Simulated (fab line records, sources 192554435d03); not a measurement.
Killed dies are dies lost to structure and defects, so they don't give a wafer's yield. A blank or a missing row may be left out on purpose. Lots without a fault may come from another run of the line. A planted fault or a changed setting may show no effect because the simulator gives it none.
Split-lot experiment | flow n5_finfet | 7 lots, 21 wafers read, on a route of 1938 steps

THE SPLIT
At N5_ZERO_LAYER_EXPOSE_08 (exposes mask ZERO, defocus 0 nm, target cd 2000 nm), the setting dose_mj was moved away from the recipe's 16.2 on 7 of the 21 wafers read, by -6.6% to +5.2%. The other wafers ran this setting at the recipe's value.

FROM THE SPLIT TO THE READING: what the file shows between them, 3 steps
- N5_ZERO_LAYER_PEB_09
- N5_ZERO_LAYER_DEVELOP_10: develop time 60 s
- N5_ZERO_LAYER_HARDBAKE_23: time 120 s

THE READING
cd_nm, in nm, at N5_ZERO_LAYER_CD_MEAS_11 (target cd 2000 nm). Fault-free wafers of this fab line usually give 2000.0 nm, standard deviation 2.6 nm.

wafer  | tool, chamber at the split | dose_mj as run | against the recipe | cd_nm, nm | against lot-mates on the recipe
L076.2 | krf_scanner-01, 0          | 16.2           | recipe             | 1999.3    | -
L076.4 | krf_scanner-01, 0          | 16.58          | +2.3%              | 2006.7    | +7.4
L076.6 | krf_scanner-01, 0          | 16.58          | +2.3%              | 2006.4    | +7.1
L083.1 | krf_scanner-02, 0          | 17.05          | +5.2%              | 2013.1    | +8.8
L083.4 | krf_scanner-02, 0          | 16.2           | recipe             | 2005.3    | -
L083.5 | krf_scanner-02, 0          | 16.2           | recipe             | 2003.4    | -
L085.1 | krf_scanner-01, 0          | 16.2           | recipe             | 1999.3    | -
L085.5 | krf_scanner-01, 0          | 16.2           | recipe             | 1996.0    | -
L085.6 | krf_scanner-01, 0          | 16.2           | recipe             | 1995.6    | -
L086.2 | krf_scanner-02, 0          | 16.2           | recipe             | 2003.7    | -
L086.3 | krf_scanner-02, 0          | 16.2           | recipe             | 2001.3    | -
L086.6 | krf_scanner-02, 0          | 16.2           | recipe             | 2000.9    | -
L088.2 | krf_scanner-02, 0          | 15.83          | -2.3%              | 1991.7    | -7.7
L088.3 | krf_scanner-02, 0          | 16.2           | recipe             | 1999.4    | -
L088.4 | krf_scanner-02, 0          | 15.83          | -2.3%              | 1991.7    | -7.7
L089.2 | krf_scanner-01, 0          | 16.2           | recipe             | 1996.7    | -
L089.4 | krf_scanner-01, 0          | 16.2           | recipe             | 1998.5    | -
L089.6 | krf_scanner-01, 0          | 15.13          | -6.6%              | 1985.0    | -12.6
L096.1 | krf_scanner-02, 0          | 16.2           | recipe             | 1999.2    | -
L096.2 | krf_scanner-02, 0          | 16.2           | recipe             | 2000.9    | -
L096.6 | krf_scanner-02, 0          | 15.61          | -3.6%              | 1991.3    | -8.8

THE FIT
A straight line over all 21 wafers: cd_nm changes by +2.53 nm for each +1% of dose_mj; r = +0.92; the points scatter about the line by 2.6 nm.
The same after taking each lot's own level away (the mean of its wafers on the recipe; 21 wafers): +2.17 nm for each +1%; r = +0.95; scatter 1.7 nm.
On that fit, the largest move of dose_mj shifts the reading by 14 nm.
The lots' own levels span 1996.97 to 2004.35 nm, that is 2.8 times the standard deviation above.
So the lot-to-lot level changes the slope: the two fits differ.
Check: with one of the wafers moved furthest among these (-6.6%) left out of the fit, the line predicts -15.9 nm for it against its lot-mates. It came out at -12.6 nm against them.

THE FILE'S OWN FIT
cd_nm changes by +2.05 nm for each +1% of dose_mj, r = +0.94.
